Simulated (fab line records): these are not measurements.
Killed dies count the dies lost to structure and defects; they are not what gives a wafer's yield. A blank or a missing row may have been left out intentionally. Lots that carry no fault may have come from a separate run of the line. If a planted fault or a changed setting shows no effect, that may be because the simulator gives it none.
Comparing a struck lot with a sound one    flow n5 finfet    14 out of 1938 route steps
Sound: wafers L449.3, L449.5, L449.6. Struck: wafer L459.3 (L459.5, L459.6, from the same lot, were not struck and are left out); the cause is given at the end.
Order at every step that has rows: each side's tool, ch and its chambers, its first start. Under that, the readings that differ: sound wafers    struck wafers    difference of the means    sigmas: that difference in standard deviations of wafers without a fault.
alike: words and numbers the same on both sides, and readings whose means are apart by under 2 such deviations; not compared: readings that were withheld, readings missing a value for some wafer, numbers with overlapping values and no deviation given by the record, and bounds like >300 which may hide the same value.
The two part at a step that has a row with sigmas, a row that says differs or no value, or rows on one side only. Numbers that have no deviation but don't overlap get no sigmas and don't part them. A reading that every wafer of one side lacks parts them only if that side has two wafers or more.

first, 3 steps without rows for these wafers: N5_BEOL_M6_EXPOSE_25 (exposes mask V5, target cd 40 nm); N5_BEOL_M6_PEB_26 (peb time 60 s); N5_BEOL_M6_DEVELOP_27 (develop time 30 s).
N5_BEOL_M6_CD_MEAS_28: the cd target is 40 nm.
  sound on cd sem-01 ch 0, day 9 08:40; struck on cd sem-02 ch 0, day 12 04:55
  alike: cd nm
N5_BEOL_M6_OVL_MEAS_29:
  sound on overlay-02 ch 0, day 9 08:43; struck on overlay-01 ch 0, day 12 04:57
  alike: V5_OVL
N5_BEOL_M6_INSPECT_30: inspects for defects (brightfield).
  sound on defect inspect-02, day 9 08:46; struck on defect inspect-02, day 12 05:00
  alike: raw defect count
N5_BEOL_M6_DESCUM_33: chemistry O2, time 7 s.
  sound on rie diel-01 ch 0,1, day 9 09:08; struck on rie diel-06 ch 0, day 12 05:02
  alike: drypump motor current A, o2 flow sccm, oes product au, rf vpp V, showerhead plenum p Torr, throttle valve pct
  not compared: rf hours counter h
N5_BEOL_M6_ETCH_72: etches underlayer in N2/H2, target depth 6.5 nm, time 5.2 s.
  sound on rie diel-01 ch 0,1, day 9 09:11; struck on rie diel-06 ch 0, day 12 05:04
  alike: drypump motor current A, etch rf on time s, oes product au, rf vpp V, showerhead plenum p Torr, throttle valve pct
  not compared: rf hours counter h
N5_BEOL_M6_ETCH_65: etches SiARC in CF4, target depth 15.6 nm, time 26 s.
  sound on rie diel-01 ch 0,1, day 9 09:11; struck on rie diel-06 ch 0, day 12 05:05
  alike: drypump motor current A, etch rf on time s, mfc ar sccm, oes product au, rf vpp V, showerhead plenum p Torr, throttle valve pct
  not compared: rf hours counter h
N5_BEOL_M6_ETCH_66: etches SOC in N2/H2, target depth 80 nm, overetch 16 nm, time 120 s.
  sound on rie diel-01 ch 0,1, day 9 09:13; struck on rie diel-06 ch 0, day 12 05:07
  alike: drypump motor current A, oes product au, rf vpp V, run length s, showerhead plenum p Torr, throttle valve pct
  not compared: rf hours counter h
then, 2 steps without rows for these wafers: N5_BEOL_M6_STRIP_69 (strips in N2/H2); N5_BEOL_M6_STRIP_73 (strips in N2/H2).
N5_BEOL_M6_VIA_ETCH_34: etches SiCOH lowk in C4F6/O2, target depth 126.3 nm, time 50.9 s.
  sound on rie diel-01 ch 0,1, day 9 09:19; struck on rie diel-06 ch 0, day 12 05:13
reading                                   sound            struck  difference  sigmas
run length s (s)                          74.6 74.7 74.7   81.4    +6.7        +19
model.etch.depth nm (nm)                  124 123.7 125.4  140.3   +15.9       
model.SOC_of_BEOL_M6_COAT_63.thk nm (nm)  54.2 54.2 54.2   53.2    -1.0        
  alike: drypump motor current A, mfc ar sccm, oes product au, rf vpp V, showerhead plenum p Torr, throttle valve pct
  not compared: rf hours counter h
then, 1 step without rows for these wafers: N5_BEOL_M6_STRIP_76 (strips in C4F6/O2).

== WHERE THEY PART ==
At N5_BEOL_M6_VIA_ETCH_34 and nowhere else, as far as this record goes.

WHY: what the simulator had put in
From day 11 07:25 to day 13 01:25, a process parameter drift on rie diel-06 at N5_BEOL_M6_VIA_ETCH_34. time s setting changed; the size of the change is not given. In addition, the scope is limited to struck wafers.
